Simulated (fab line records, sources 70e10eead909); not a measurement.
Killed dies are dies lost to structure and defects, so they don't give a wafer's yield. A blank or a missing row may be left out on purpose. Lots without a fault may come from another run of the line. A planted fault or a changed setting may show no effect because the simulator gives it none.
Problem report in the 8D (eight disciplines) form, filled by code | flow nand_harc | the parts of the form that need people (team, actions taken, sign-off) are left out

1. THE PROBLEM
raw_defect_count at NHARC_P_ZERO_WELL_INSPECT_43 reads a mean of 913 on 9 wafers of 3 lots; wafers without a fault read 13 with a standard deviation of 5.9. That is +99 or more standard deviations from the usual mean.
First seen on wafer L321.2, day 5 19:20, on defect_inspect-01. The record holds 36 wafers of 12 lots with a number at this step. Rule for "out", or "out of limits": more than 4 standard deviations from the usual mean. The other wafers with a number count as sound.

2. WHAT IT IS AND WHAT IT IS NOT
question                    | is                                   | is not
which readings at this step | raw_defect_count                     | -
which lots                  | L321, L322, L324                     | L306, L308, L311, L313, L314, L315, L317, L327, L328
which wafers of those lots  | all that have a number               | -
read on which gauges        | defect_inspect-01, defect_inspect-02 | -
when                        | from day 5 19:20                     | up to then (21 sound wafers); but 6 sound wafers of L327, L328 came after

3. SUSPECTS, AND WHAT RULES EACH OUT
Counting: a tool at a process step up to the reading stays a suspect if it ran every lot that is out and no sound lot after the first of them.
- the gauge at NHARC_P_ZERO_WELL_INSPECT_43: ruled out. The wafers that are out were read on 2 gauges (defect_inspect-01, defect_inspect-02).
- rie_diel-07 at NHARC_P_ZERO_WELL_ETCH_65 (etches the open film in N2/H2, target depth 80 nm, overetch 24 nm, time 87.88 s): kept. It ran every lot that is out, first L321 (day 5 13:29), and no sound lot after that; its last sound lot up to then is L317 (day 4 13:29).
Left after counting: rie_diel-07 at NHARC_P_ZERO_WELL_ETCH_65.

4. THE CAUSE (what the simulator had put in)
Chamber particle source: rie_diel-07, from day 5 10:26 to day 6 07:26, at NHARC_P_ZERO_WELL_ETCH_65. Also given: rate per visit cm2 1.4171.
Counting left only this tool.

5. THE CHAIN OF EFFECTS, in route order
Each row: a reading whose mean over the struck wafers that have a number lies more than 3 standard deviations from the usual. Only readings for which the record gives a usual standard deviation are gone through. hours: the time from each lot's start at the first step in this table that gives one to its start at this step, as a median over the lots. sigmas: the change in usual standard deviations.
hours | step                         | reading             | usual | on struck wafers | change | sigmas
0     | NHARC_P_ZERO_WELL_INSPECT_43 | raw_defect_count    | 13    | 913              | +900   | +99 or more
13    | NHARC_P_STI_INSPECT_11       | raw_defect_count    | 5.6   | 903.3            | +897.7 | +99 or more
433   | NHARC_END_SORT_01            | killed_at_periphery | 3.8   | 97.1             | +93.3  | +33
433   | NHARC_END_SORT_01            | killed_dies         | 33    | 124              | +91    | +7.6
Later measuring or inspecting steps at which every struck wafer that the step has a row for has a number for every such reading, and none has moved that far: NHARC_P_GATE_CD_MEAS_59, NHARC_P_CONTACT_CD_MEAS_12.

6. WHAT WOULD HAVE CAUGHT IT SOONER
In this record the first reading out of limits at a measuring or inspecting step was taken at day 5 19:20, 9 hours after the fault began at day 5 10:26.
Of the tool readings at NHARC_P_ZERO_WELL_ETCH_65 for which the record gives a usual standard deviation, none was out on any struck wafer, so an alarm limit of 4 standard deviations on them would not have fired.
Of the lots that are out (3), L322, L324 began NHARC_P_ZERO_WELL_ETCH_65 on rie_diel-07 after day 5 19:20. A hold on the tool at that time would have spared those 2.
